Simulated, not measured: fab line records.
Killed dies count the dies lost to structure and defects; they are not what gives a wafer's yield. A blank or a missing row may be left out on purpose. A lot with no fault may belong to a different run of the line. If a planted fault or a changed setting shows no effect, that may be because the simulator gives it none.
Matching of chambers ; flow nand_harc ; 3 sister chambers for NHARC_A_CONTACT_DEP_29 on pecvd-01
The step deposits SiON, target thk 100 nm. 3 wafers are shown with their chamber, then 10 later ones without.

== WAFERS WITH THEIR CHAMBER ==
wafer;chamber;heater_power_w (W)
L086.4;1;619
L089.2;0;617
L089.4;2;736

== WAFERS MISSING THEIR CHAMBER ==
wafer;heater_power_w (W)
L089.5;685
L090.1;617
L090.2;685
L090.3;587
L092.1;664
L092.3;673
L092.5;710
L096.4;740
L096.5;708
L096.6;718

== CHAMBER TAKEN BY EACH ==
wafer;from the rows above;in truth
L089.5;can't be placed: 2 or 1 or 0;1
L090.1;can't be placed: 0 or 1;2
L090.2;can't be placed: 2 or 1 or 0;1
L090.3;can't be placed: 0 or 1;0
L092.1;can't be placed: 1 or 0 or 2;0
L092.3;can't be placed: 1 or 0 or 2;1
L092.5;can't be placed: 2 or 1 or 0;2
L096.4;2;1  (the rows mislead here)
L096.5;can't be placed: 2 or 1 or 0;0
L096.6;2;2
Correct placement for 1 of the 10. These rows do not allow placing 8 (true chamber among the candidates in 7). Wrongly placed: 1.
How it was worked out, from the rows above alone: a wafer's distance from a chamber is the root of the sum, over the readings, of the square of ((its reading less the chamber's mean) divided by the reading's scatter). If the next closest chamber is less than 2 further off than the closest, the wafer can't be placed; otherwise it belongs to the closest. Each chamber's mean is taken over the wafers shown for it. The scatter (one wafer shown for each chamber): square how far every hidden wafer sits from the nearest shown wafer, average those squares and take the square root.
